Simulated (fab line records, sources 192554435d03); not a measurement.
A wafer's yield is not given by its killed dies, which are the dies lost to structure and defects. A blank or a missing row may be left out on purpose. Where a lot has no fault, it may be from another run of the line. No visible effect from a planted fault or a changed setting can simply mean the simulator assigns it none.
A struck lot beside a sound one | flow n5Finfet | 40 steps out of a route of 1938
Sound: the wafers L874.3, L874.4, L874.5. Struck: wafers L888.3, L888.5 (left out: L888.6, a lot-mate that was not struck); the cause follows at the end.
At each step with rows: each side's tool, then ch and its chambers, then its first start. Under that, the readings that differ: sound wafers | struck wafers | difference of the means | sigmas: that difference in standard deviations of wafers without a fault.
alike: words and numbers the same on both sides, and readings whose means are apart by under 2 such deviations; not compared: readings that were withheld, readings missing a value for some wafer, numbers with overlapping values and no deviation given by the record, and bounds like >300 which may hide the same value.
The two part at a step that has a row with sigmas, a row that says differs or no value, or rows on one side only. When numbers do not overlap yet have no deviation, they are printed without sigmas and do not part them. A reading that every wafer of one side lacks parts them only if that side has two wafers or more.

first, 11 steps without rows for these wafers: N5_MOL_CONTACT_COAG_STRIP_96 (strips in N2/H2); N5_MOL_CONTACT_COAG_ETCH_47 (etches SiNx in CH3F/O2, stops on W, target depth 27 nm); N5_MOL_CONTACT_COAG_STRIP_119 (strips in N2/H2, time 30 s); N5_MOL_CONTACT_COAG_PRECLEAN_144 (cleans in alkaline clean, time 60 s); N5_MOL_CONTACT_COAG_SRD_145 (time 30 s); N5_MOL_CONTACT_COAG_COAT_62 (time 60 s, resist thk 60 nm); N5_MOL_CONTACT_COAG_COAT_63 (time 60 s, resist thk 10 nm); N5_MOL_CONTACT_COAG_COAT_64 (time 60 s, resist thk 10 nm); N5_MOL_CONTACT_COAG_COAT_34 (resist thk 40 nm); N5_MOL_CONTACT_COAG_EBR_36; N5_MOL_CONTACT_COAG_SOFTBAKE_35 (time 60 s).
N5_MOL_CONTACT_COAG_EXPOSE_37: exposes mask VD, defocus 0 nm.
  sound on euvScanner-02 ch 0, day 6 16:04; struck on euvScanner-02 ch 0, day 9 23:09
  alike: mask
then, 2 steps without rows for these wafers: N5_MOL_CONTACT_COAG_PEB_38 (peb time 60 s); N5_MOL_CONTACT_COAG_DEVELOP_39 (develop time 30 s).
N5_MOL_CONTACT_COAG_CD_MEAS_40: target cd 25.1 nm.
  sound on cdSem-02 ch 0, day 6 16:12; struck on cdSem-01 ch 0, day 9 23:16
reading   | sound             | struck      | difference | sigmas
cdNm (nm) | 25.18 25.21 25.13 | 17.11 17.13 | -8.05      | -38
then, 17 steps without rows for these wafers: N5_MOL_CONTACT_COAG_DESCUM_45 (chemistry O2, time 7 s); N5_MOL_CONTACT_COAG_ETCH_65 (etches underlayer in N2/H2, target depth 13 nm, time 10.4 s); N5_MOL_CONTACT_COAG_ETCH_66 (etches SiARC in CF4, target depth 13 nm, time 21.7 s); N5_MOL_CONTACT_COAG_ALD_133 (deposits SiO2, target thk 5 nm, pulse time 1 s, co reactant pulse time 1 s); N5_MOL_CONTACT_COAG_ETCHBACK_134 (etches SiO2 in CHF3, target depth 10 nm, time 6.7 s); N5_MOL_CONTACT_COAG_ETCH_67 (etches SOC in N2/H2, target depth 60 nm, overetch 21 nm, time 101.2 s); N5_MOL_CONTACT_COAG_STRIP_68 (strips in N2/H2); N5_MOL_CONTACT_COAG_STRIP_69 (strips in N2/H2); N5_MOL_CONTACT_COAG_ETCHBACK_136 (etches SiO2 in CHF3, target depth 25 nm, time 16.7 s); N5_MOL_CONTACT_COAG_STRIP_120 (strips in CHF3); N5_MOL_CONTACT_COAG_VIA_ETCH_117 (etches SiO2 in C4F6/O2, target depth 40 nm, overetch 8 nm, time 26 s); N5_MOL_CONTACT_COAG_ETCH_124 (etches SiNx in CH3F/O2, stops on SiOC, target depth 6.5 nm); N5_MOL_CONTACT_COAG_ETCH_48 (etches SiOC in C4F6/O2, target depth 15 nm, overetch 4.5 nm, time 17 s); N5_MOL_CONTACT_COAG_STRIP_72 (strips in N2/H2); N5_MOL_CONTACT_COAG_STRIP_49 (strips in N2/H2, time 30 s); N5_MOL_CONTACT_COAG_PRECLEAN_138 (cleans in alkaline clean, time 60 s); N5_MOL_CONTACT_COAG_SRD_139 (time 30 s).
N5_MOL_CONTACT_COAG_CD_MEAS_101: target cd 16 nm.
  sound: cdSem-01 at day 6 17:16; struck: cdSem-03 at day 10 00:13
reading   | sound          | struck  | difference | sigmas
cdNm (nm) | 16.1 15.8 16.0 | 8.5 8.0 | -7.7       | -23
then, 5 steps without rows for these wafers: N5_MOL_CONTACT_COAG_PRE_CLEAN_121; N5_MOL_CONTACT_COAG_CVD_140 (deposits W, target thk 66.5 nm, time 215 s); N5_MOL_CONTACT_COAG_PRECLEAN_127 (cleans in DIW, time 57.5 s); N5_MOL_CONTACT_COAG_SRD_128 (dry time 32 s); N5_MOL_CONTACT_COAG_CMP_52 (polishes, stops on SiO2, t overpolish 1.5 s, target thk 66.5 nm).
N5_BEOL_M4_RC_MEAS_101:
  the record has rows for the sound wafers here (prober-01 ch 0, day 9 08:49) and none for the struck ones
-- here the record skips 7 days between the struck wafers' starts before and after, leaving off in module BEOL_M4 and picking up in module PASSIVATION (first step shown: number 1936 of the route) --
N5_PASSIVATION_PROBE_49:
  sound: prober-01 at day 13 11:36; struck: prober-01 at day 17 07:48
reading                 | sound          | struck    | difference | sigmas
defectLimitedYield (%)  | 89.7 89.6 91.5 | 0 0       | -90        | -60
killedAtContacts        | 20 16 14       | 1025 1103 | +1047      | +99 or more
killedDies              | 122 123 100    | 1180 1180 | +1065      | +63
killedOnRim             | 9 18 13        | 152 152   | +139       | +32
sort_bin_5_function (%) | 6.3 5.8 5.0    | 9.3 6.0   | +2.0       | +2
sortNPass               | 1058 1057 1080 | 0 0       | -1065      | -63
sortYieldPct (%)        | 89.7 89.6 91.5 | 0 0       | -90        | -60
  alike: killed_at_M0_to_M3, killed_at_M4_up, killedAtFrontEnd, killedAtOther, killedOpen, killedShort, sort_bin_6_memory, sort_bin_8_speed

## WHERE THEY PART
Last at N5_PASSIVATION_PROBE_49 as far as this record goes, first at N5_MOL_CONTACT_COAG_CD_MEAS_40.

WHY: the cause the simulator had injected
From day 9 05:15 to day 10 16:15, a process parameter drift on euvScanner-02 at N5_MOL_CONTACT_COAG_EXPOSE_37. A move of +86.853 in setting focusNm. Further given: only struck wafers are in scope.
